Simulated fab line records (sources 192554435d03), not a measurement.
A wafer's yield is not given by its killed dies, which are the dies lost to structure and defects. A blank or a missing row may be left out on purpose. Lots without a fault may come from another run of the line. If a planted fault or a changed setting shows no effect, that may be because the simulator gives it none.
Split-lot trial    flow n5 finfet    route with 1938 steps; 7 lots, 39 wafers read

== THE SPLIT ITSELF ==
At N5_BEOL_M14_ETCH_68 (etches SOC in N2/H2, time 450 s), the setting time s was moved away from the recipe's 450 s on 18 of the 39 wafers read, by -24.0% to +50.5%. For the rest of the wafers, this setting stayed at what the recipe calls for.

Reading taken at the split's own step.

== THE READING ==
SiARC_of_BEOL_M14_COAT_66.thk nm (the simulator's own value, which no gauge read), in nm, at N5_BEOL_M14_ETCH_68 (etches SOC in N2/H2, time 450 s). There is no usual value for it anywhere in the file. Across the 21 wafers here that went through the recipe, the average is 65.2 nm and the standard deviation 0.57 nm.

wafer   tool, chamber at the split  time s as run, s  against the recipe  SiARC_of_BEOL_M14_COAT_66.thk nm, nm  against lot-mates on the recipe
L076.1  rie diel-06, 0              450               recipe              64.4                                  -
L076.2  rie diel-06, 1              450               recipe              64.8                                  -
L076.3  rie diel-06, 2              677.3             +50.5%              41.4                                  -23.3
L076.4  rie diel-06, 1              450               recipe              65                                    -
L076.5  rie diel-06, 2              677.3             +50.5%              41                                    -23.7
L076.6  rie diel-06, 0              677.3             +50.5%              41.6                                  -23.1
L082.1  rie diel-02, 2              450               recipe              64.4                                  -
L082.2  rie diel-02, 0,3            534               +18.7%              57                                    -7.8
L082.3  rie diel-02, 0,3            534               +18.7%              57                                    -7.8
L082.4  rie diel-02, 1              534               +18.7%              56.6                                  -8.2
L082.5  rie diel-02, 2              450               recipe              64.6                                  -
L082.6  rie diel-02, 3              450               recipe              65.4                                  -
L086.1  rie diel-02, 1              620.7             +37.9%              48                                    -17.8
L086.2  rie diel-02, 3              620.7             +37.9%              49.4                                  -16.4
L086.3  rie diel-02, 0              620.7             +37.9%              49.2                                  -16.6
L086.4  rie diel-02, 2              450               recipe              65.2                                  -
L086.5  rie diel-02, 3              450               recipe              66                                    -
L086.6  rie diel-02, 0              450               recipe              66.2                                  -
L088.1  rie diel-02, 1              450               recipe              64.6                                  -
L088.2  rie diel-02, 0              342.1             -24.0%              76                                    +11.2
L088.3  rie diel-02, 2              450               recipe              65                                    -
L088.4  rie diel-02, 1              450               recipe              64.8                                  -
L088.5  rie diel-02, 0              342.1             -24.0%              76.2                                  +11.4
L088.6  rie diel-02, 2              342.1             -24.0%              75.8                                  +11.0
L089.1  rie diel-02, 2              371.7             -17.4%              73.4                                  +8.0
L089.2  rie diel-02, 1              371.7             -17.4%              72.2                                  +6.8
L089.3  rie diel-02, 0              450               recipe              65.6                                  -
L089.4  rie diel-02, 2              371.7             -17.4%              72.8                                  +7.4
L089.5  rie diel-02, 1              450               recipe              64.6                                  -
L089.6  rie diel-02, 0              450               recipe              66                                    -
L091.1  rie diel-06, 3              450               recipe              65                                    -
L091.2  rie diel-06, 2              666.2             +48.0%              43.2                                  -21.9
L091.3  rie diel-06, 1              450               recipe              65.8                                  -
L091.4  rie diel-06, 2              666.2             +48.0%              43                                    -22.1
L091.5  rie diel-06, 3              450               recipe              64.6                                  -
L091.6  rie diel-06, 1              666.2             +48.0%              44.4                                  -20.7
L095.4  rie diel-01, 2,3            450               recipe              65.8                                  -
L095.5  rie diel-01, 2,3            450               recipe              65.8                                  -
L095.6  rie diel-01, 0              450               recipe              65.2                                  -
When a row names more than one chamber, that row covers several wafers, and the file does not tell which wafer ran in which chamber.

THE FIT
A straight line over all 39 wafers: SiARC_of_BEOL_M14_COAT_66.thk nm changes by -0.453 nm for each +1% of time s; r = -1.00; the points scatter about the line by 0.65 nm.
The same after taking each lot's own level away (the mean of its wafers on the recipe; 39 wafers): -0.453 nm for each +1%; r = -1.00; scatter 0.51 nm.
The reading moves by 23 nm for the largest change in time s, on that fit.
The span of the lots' own levels, 64.73 to 65.80 nm, comes to 1.9 times the standard deviation stated above.
The two slopes agree, so the slope changes little with the lot-to-lot level.
Check: with one of the wafers moved furthest among these (+50.5%) left out of the fit, the line predicts -22.8 nm for it against its lot-mates. It came out at -23.3 nm against them.

== THESE WAFERS: OTHER SPLITS ==
Other splits were also applied to these wafers ahead of the reading. Each is held against what the fit with the lots' levels taken away leaves over:
other split on the same wafers            wafers away from the commonest value  r with SiARC_of_BEOL_M14_COAT_66.thk nm (lot level and that fit taken away)
N5_BEOL_M9_TRENCH_ETCH_37 target depth a  15                                    -0.15
N5_BEOL_M11_ETCH_41 time s                18                                    +0.28

== FILE'S OWN FIT ==
SiARC_of_BEOL_M14_COAT_66.thk nm changes by -0.453 nm for each +1% of time s, r = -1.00.
